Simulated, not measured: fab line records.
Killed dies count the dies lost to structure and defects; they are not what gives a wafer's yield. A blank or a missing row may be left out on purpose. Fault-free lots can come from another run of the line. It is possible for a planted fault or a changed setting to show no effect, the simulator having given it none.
What tool caused it? ; flow n5-finfet ; 9 lots, 26 wafers sampled, at 5 steps of a route of 1938

## WHAT THE GAUGES SHOWED, per wafer
N5_BEOL_M3_OCD_MEAS_38. Usual: trench-depth-nm at 55.4 nm, with a standard deviation of 1.2.
lot;measured;on;trench-depth-nm (nm);flag
L470;day 10 06:58;ocd-02;55.7 55.0 55.3;
L472;day 10 07:22;ocd-02;55.0 55.7;
L476;day 10 15:05;ocd-02;57.3 55.7 57.3;
L477;day 11 02:56;ocd-02;57.1 54.6 55.7;
L486;day 13 16:16;ocd-02;55.1 53.8 55.4;
L487;day 13 20:42;ocd-01;54.7 56.5 53.4;
L489;day 14 11:07;ocd-02;56.2 53.8 55.6;
L490;day 14 14:41;ocd-01;55.3 55.9 55.2;
L492;day 15 11:28;ocd-01;55.5 54.9 55.2;

N5_BEOL_M4_RC_MEAS_101. Usual: DIBL_N 37.7 mV/V, standard deviation 2; DIBL_P 37.7 mV/V, standard deviation 2.3; IOFF_N 0.18 nA/um, standard deviation 0.039; IOFF_P 0.23 nA/um, standard deviation 0.042; ION_N 681 uA/um, standard deviation 12; ION_P 463 uA/um, standard deviation 8; SS_N 71.9 mV/dec, standard deviation 0.68; SS_P 73.6 mV/dec, standard deviation 0.71; VT_N 248 mV, standard deviation 3.2; VT_P -249 mV, standard deviation 3.1.
lot;measured;on;DIBL_N (mV/V);DIBL_P (mV/V);IOFF_N (nA/um);IOFF_P (nA/um);ION_N (uA/um);ION_P (uA/um);SS_N (mV/dec);SS_P (mV/dec);VT_N (mV);VT_P (mV);flag
L470;day 12 09:55;prober-01;36.0 41.0 37.1;33.5 39.8 35.3;0.15 0.31 0.17;0.17 0.28 0.20;683 702 672;459 465 459;71.5 72.3 71.9;73.2 74.6 73.7;248 239 247;-252 -246 -250;
L472;day 12 12:42;prober-02;38.0 37.4;37.0 37.3;0.19 0.16;0.20 0.21;692 681;462 459;71.4 71.2;73.3 73.3;247 249;-252 -252;
L476;day 13 10:34;prober-01;40.2 39.1 38.9;40.8 39.3 38.2;0.22 0.21 0.19;0.27 0.24 0.22;673 687 662;456 465 449;72.8 72.5 71.9;74.5 73.8 73.5;246 247 251;-248 -248 -251;
L477;day 13 18:59;prober-02;38.7 36.7 37.4;39.1 36.1 39.1;0.19 0.15 0.18;0.25 0.18 0.25;679 680 695;459 458 471;72.9 72.5 72.8;74.1 73.9 74.3;248 250 251;-251 -256 -250;
L486;day 15 12:46;prober-02;37.2 37.3 38.1;36.4 36.6 37.9;0.17 0.16 0.19;0.23 0.23 0.25;674 680 676;463 463 459;71.4 72.0 72.4;73.9 74.3 73.7;248 252 249;-250 -250 -246;
L487;day 16 00:22;prober-01;38.0 37.0 39.6;36.7 35.4 38.5;0.18 0.16 0.20;0.22 0.20 0.24;665 677 681;457 462 463;71.2 71.2 72.0;73.7 73.1 74.4;248 248 246;-250 -249 -251;
L489;day 17 01:41;prober-01;38.0 33.6 35.8;40.6 34.2 36.5;0.18 0.11 0.15;0.23 0.14 0.17;686 645 675;471 444 454;72.0 71.2 71.7;73.7 71.8 73.3;247 256 251;-252 -253 -256;
L490;day 17 01:52;prober-02;38.5 35.3 36.5;36.9 35.0 36.6;0.20 0.15 0.15;0.21 0.19 0.20;681 682 671;464 464 457;72.8 71.3 71.7;73.6 73.6 73.2;247 248 251;-249 -249 -249;
L492;day 17 18:26;prober-02;36.5 33.3 36.9;36.5 31.9 37.3;0.16 0.12 0.19;0.26 0.17 0.26;662 680 686;460 463 475;71.5 70.8 72.2;73.6 73.0 74.0;250 248 248;-245 -251 -246;

## EACH LOT AND THE TOOL THAT RAN IT (in order: tool; ch and the chambers of the sampled wafers; start)
lot;N5_BEOL_M3_ETCH_77;N5_BEOL_M3_ETCH_70;N5_BEOL_M3_STRIP_36
L470;rie-diel-02 ch 2,3, day 9 20:28;rie-diel-06 ch 1,3, day 10 06:37;rie-diel-06 ch 1,3, day 10 06:47
L472;rie-diel-02 ch 1,3, day 9 21:22;rie-diel-02 ch 0,3, day 10 07:01;rie-diel-02 ch 0,3, day 10 07:11
L476;rie-diel-03 ch 2,3, day 10 12:11;rie-diel-06 ch 0,3, day 10 14:44;rie-diel-06 ch 0,3, day 10 14:53
L477;rie-diel-03 ch 1,2,3, day 11 01:33;rie-diel-06 ch 0,2,3, day 11 02:35;rie-diel-06 ch 0,2,3, day 11 02:45
L486;rie-diel-06 ch 0,2,3, day 13 14:29;rie-diel-06 ch 1,2, day 13 15:55;rie-diel-06 ch 1,2, day 13 16:04
L487;rie-diel-02 ch 0,2,3, day 13 15:47;rie-diel-03 ch 0,1,3, day 13 20:20;rie-diel-03 ch 0,1,3, day 13 20:30
L489;rie-diel-06 ch 1,2,3, day 14 05:35;rie-diel-06 ch 1,2,3, day 14 10:46;rie-diel-06 ch 1,2,3, day 14 10:55
L490;rie-diel-06 ch 1,2,3, day 14 11:10;rie-diel-02 ch 1,3, day 14 14:20;rie-diel-02 ch 1,3, day 14 14:29
L492;rie-diel-02 ch 0,1,3, day 14 22:34;rie-diel-03 ch 1,2, day 15 11:07;rie-diel-03 ch 1,2, day 15 11:17
- N5_BEOL_M3_ETCH_77: etches underlayer in N2/H2, target depth 6.5 nm, time 5.2 s.
- N5_BEOL_M3_ETCH_70: etches SOC in N2/H2, target depth 80 nm, overetch 16 nm, time 120 s.
- N5_BEOL_M3_STRIP_36: strips in N2/H2.

## AS READ BY THE TOOLS THEMSELVES (means over the sampled wafers that have a number; for cases with no such wafer, the mark the record gives instead)
N5_BEOL_M3_ETCH_77. Usual: drypump-motor-current-A 5.6 A, standard deviation 0.37; etch-rf-on-time-s 5.17 s, standard deviation 0.14; oes-product-au 0.68 a.u., standard deviation 0.073; rf-vpp-V 524 V, standard deviation 3.2; showerhead-plenum-p-Torr 2.53 Torr, standard deviation 0.1; throttle-valve-pct 17.80 %, standard deviation 0.29.
lot;tool;drypump-motor-current-A (A);etch-rf-on-time-s (s);oes-product-au (a.u.);rf-vpp-V (V);showerhead-plenum-p-Torr (Torr);throttle-valve-pct (%);flag
L470;rie-diel-02;5.5;5.27;0.68;526;2.61;17.76;
L472;rie-diel-02;5.1;5.11;0.69;526;2.61;17.84;
L476;rie-diel-03;6.3;5.27;0.62;522;2.49;17.66;
L477;rie-diel-03;6.1;5.19;0.62;523;2.52;17.75;
L486;rie-diel-06;5.6;5.18;0.72;526;2.60;17.66;
L487;rie-diel-02;5.7;5.20;0.65;524;2.51;17.87;
L489;rie-diel-06;5.6;5.26;0.66;524;2.58;17.94;
L490;rie-diel-06;5.6;5.23;0.67;524;2.58;17.93;
L492;rie-diel-02;5.4;5.04;0.67;523;2.54;17.82;

N5_BEOL_M3_ETCH_70. Usual: drypump-motor-current-A 5.7 A, standard deviation 0.38; oes-product-au 0.61 a.u., standard deviation 0.067; rf-vpp-V 523.4 V, standard deviation 2.8; run-length-s 143.2 s, standard deviation 0.5; showerhead-plenum-p-Torr 2.52 Torr, standard deviation 0.1; throttle-valve-pct 17.72 %, standard deviation 0.28.
lot;tool;drypump-motor-current-A (A);oes-product-au (a.u.);rf-vpp-V (V);run-length-s (s);showerhead-plenum-p-Torr (Torr);throttle-valve-pct (%);flag
L470;rie-diel-06;5.6;0.64;524.1;143.9;2.51;18.05;
L472;rie-diel-02;5.6;0.64;525.0;143.2;2.56;17.56;
L476;rie-diel-06;5.6;0.72;523.5;143.2;2.56;17.52;
L477;rie-diel-06;5.6;0.66;525.3;143.1;2.61;17.59;
L486;rie-diel-06;5.7;0.54;522.3;153.7;2.47;17.87;OFF
L487;rie-diel-03;5.9;0.66;524.4;143.0;2.54;17.59;
L489;rie-diel-06;5.6;0.58;524.8;153.2;2.58;17.89;OFF
L490;rie-diel-02;5.2;0.60;526.1;142.9;2.62;17.73;
L492;rie-diel-03;6.0;0.59;521.8;143.4;2.47;17.60;

N5_BEOL_M3_STRIP_36. Usual: drypump-motor-current-A 5.7 A, standard deviation 0.38; oes-product-au 0.79 a.u., standard deviation 0.093; power-w 450.1 W, standard deviation 1.2; rf-vpp-V 59.1 V, standard deviation 1.6; showerhead-plenum-p-Torr 2.52 Torr, standard deviation 0.1; throttle-valve-pct 23.5 %, standard deviation 0.33.
lot;tool;drypump-motor-current-A (A);oes-product-au (a.u.);power-w (W);rf-vpp-V (V);showerhead-plenum-p-Torr (Torr);throttle-valve-pct (%);flag
L470;rie-diel-06;5.5;0.82;450.5;57.7;2.51;23.9;
L472;rie-diel-02;5.6;0.82;449.1;61.6;2.56;23.4;
L476;rie-diel-06;5.6;0.94;450.8;59.9;2.56;23.3;
L477;rie-diel-06;5.6;0.86;450.3;59.6;2.61;23.4;
L486;rie-diel-06;5.7;0.73;448.6;58.6;2.47;23.6;
L487;rie-diel-03;5.8;0.86;451.2;59.4;2.53;23.3;
L489;rie-diel-06;5.6;0.78;449.7;57.9;2.58;23.7;
L490;rie-diel-02;5.2;0.78;450.1;56.8;2.62;23.6;
L492;rie-diel-03;5.9;0.75;449.2;60.3;2.47;23.4;

## THE ANSWER, worked out from the rows above alone
Rule: a lot counts as off when the mean over its wafers that have a number is more than 3 standard deviations away from the usual mean. A lot without any number at a reading at which 4 lots or more have one is off too. All remaining lots with rows at the step are treated as sound. The gauges are gone through in route order, then the tools' own readings, and for those a lot's mean is taken as printed above. At the first step where some lot is off, the reading lying furthest off is the one used; lots without a number count as furthest.
Off at N5_BEOL_M3_ETCH_70 (run-length-s): L486, L489.
A tool fits if, at that step or a process step before it, it ran every lot that is off, and no sound lot after the first of them. One candidate fits, namely rie-diel-06 at N5_BEOL_M3_ETCH_70. Its last sound lot is L477 (day 11 02:35), its first lot that is off L486 (day 13 15:55): a fault that began between those two fits.
On the lots that are off, the tool's own readings at N5_BEOL_M3_ETCH_70 differ by more than 5 times the standard deviation of the sound lots' means, which bears it out; run-length-s reads 153.4 s there versus 143.2 s on the sound lots.

## WHAT THE SIMULATOR HAD PUT IN
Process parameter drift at N5_BEOL_M3_ETCH_70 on rie-diel-06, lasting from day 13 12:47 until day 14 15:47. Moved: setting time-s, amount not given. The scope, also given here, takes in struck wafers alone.
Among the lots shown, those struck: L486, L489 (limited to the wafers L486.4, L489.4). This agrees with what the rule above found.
